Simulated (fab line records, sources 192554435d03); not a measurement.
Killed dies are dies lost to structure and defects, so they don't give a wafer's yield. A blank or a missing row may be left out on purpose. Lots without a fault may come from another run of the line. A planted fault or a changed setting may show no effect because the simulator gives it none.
Chamber matching | flow n5_finfet | N5_FIN_SAQP_HM_OPEN_73 on rie_diel-04: 4 sister chambers
The step chemistry CHF3/O2, target SiO2, stops on a-Si, target depth 12 nm, time 16.8 s. 8 wafers are shown with their chamber, then 11 later ones without.

WAFERS WITH THEIR CHAMBER
wafer  | chamber | drypump_motor_current_A (A) | rf_vpp_V (V)
L078.1 | 2       | 5.5                         | 519
L081.2 | 2       | 5.5                         | 518
L086.4 | 3       | 6.3                         | 537
L086.6 | 3       | 6.3                         | 537
L091.1 | 1       | 5.3                         | 532
L091.2 | 0       | 4.8                         | 532
L091.6 | 1       | 5.2                         | 532
L092.1 | 0       | 4.8                         | 533

WAFERS WITHOUT THEIR CHAMBER
wafer  | drypump_motor_current_A (A) | rf_vpp_V (V)
L092.4 | 6.2                         | 537
L092.6 | 5.5                         | 519
L093.1 | 5.5                         | 519
L093.3 | 6.3                         | 536
L093.4 | 4.8                         | 531
L095.4 | 5.5                         | 518
L095.5 | 4.8                         | 531
L095.6 | 6.3                         | 538
L096.4 | 5.3                         | 532
L096.5 | 5.5                         | 518
L096.6 | 4.8                         | 533

WHICH CHAMBER EACH WENT THROUGH
wafer  | from the rows above | in truth
L092.4 | 3                   | 3
L092.6 | 2                   | 2
L093.1 | 2                   | 2
L093.3 | 3                   | 3
L093.4 | 0                   | 0
L095.4 | 2                   | 2
L095.5 | 0                   | 0
L095.6 | 3                   | 3
L096.4 | 1                   | 1
L096.5 | 2                   | 2
L096.6 | 0                   | 0
Placed correctly: 11 of 11. Can't be placed from these rows: 0. Placed wrongly: 0.
How it was worked out, from the rows above alone: a wafer's distance from a chamber is the root of the sum, over the readings, of the square of ((its reading less the chamber's mean) divided by the reading's scatter). The wafer belongs to the nearest chamber; if the next one is less than 2 further off, it can't be placed. A chamber's mean is the mean of its shown wafers. The scatter: the root of (the sum of the squares of (reading less its chamber's mean) over the shown wafers, divided by (wafers less chambers)).
